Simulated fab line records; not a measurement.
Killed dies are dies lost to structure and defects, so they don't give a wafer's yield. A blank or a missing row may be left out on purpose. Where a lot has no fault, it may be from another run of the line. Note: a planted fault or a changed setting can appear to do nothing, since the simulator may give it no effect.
Matching of chambers :: flow nand harc :: 4 sister chambers for NHARC_A_CONTACT_ETCH_51 on rie diel-03
The step etches the open film in O2/COS, target depth 7000 nm, time 1820 s. 7 wafers are shown with their chamber, then 7 later ones without.

WAFERS PAIRED WITH THEIR CHAMBERS
wafer: L693.4
chamber: 3
drypump motor current A (A): 5.4
showerhead plenum p Torr (Torr): 3.10

wafer: L694.4
chamber: 2
drypump motor current A (A): 6.4
showerhead plenum p Torr (Torr): 3.02

wafer: L694.5
chamber: 0
drypump motor current A (A): 5.4
showerhead plenum p Torr (Torr): 3.10

wafer: L696.2
chamber: 3
drypump motor current A (A): 5.3
showerhead plenum p Torr (Torr): 3.10

wafer: L696.6
chamber: 1
drypump motor current A (A): 5.6
showerhead plenum p Torr (Torr): 3.05

wafer: L699.2
chamber: 0
drypump motor current A (A): 5.4
showerhead plenum p Torr (Torr): 3.09

wafer: L699.3
chamber: 1
drypump motor current A (A): 5.6
showerhead plenum p Torr (Torr): 3.04

WAFERS MISSING THEIR CHAMBER
wafer: L699.4
drypump motor current A (A): 6.3
showerhead plenum p Torr (Torr): 3.01

wafer: L708.1
drypump motor current A (A): 6.4
showerhead plenum p Torr (Torr): 3.01

wafer: L708.4
drypump motor current A (A): 5.3
showerhead plenum p Torr (Torr): 3.09

wafer: L708.6
drypump motor current A (A): 6.4
showerhead plenum p Torr (Torr): 3.01

wafer: L712.4
drypump motor current A (A): 5.4
showerhead plenum p Torr (Torr): 3.08

wafer: L712.5
drypump motor current A (A): 5.3
showerhead plenum p Torr (Torr): 3.08

wafer: L712.6
drypump motor current A (A): 5.7
showerhead plenum p Torr (Torr): 3.03

WHICH CHAMBER EACH WENT THROUGH
wafer: L699.4
from the rows above: 2
in truth: 2

wafer: L708.1
from the rows above: 2
in truth: 2

wafer: L708.4
from the rows above: can't be placed: 3 or 0
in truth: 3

wafer: L708.6
from the rows above: 2
in truth: 2

wafer: L712.4
from the rows above: can't be placed: 0 or 3
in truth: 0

wafer: L712.5
from the rows above: can't be placed: 0 or 3
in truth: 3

wafer: L712.6
from the rows above: 1
in truth: 1
4 of 7 placed correctly. Unplaceable from these rows: 3, with the true chamber sitting among the candidates in 3. 0 placed wrongly.
How it was worked out, from the rows above alone: a wafer's distance from a chamber is the root of the sum, over the readings, of the square of ((its reading less the chamber's mean) divided by the reading's scatter). The wafer belongs to the nearest chamber; if the next one is less than 2 further off, it can't be placed. The mean given for a chamber averages the wafers shown for that chamber. The scatter: take each reading less its chamber's mean, square it, sum over the shown wafers, divide by the number of wafers less the number of chambers, and take the root.
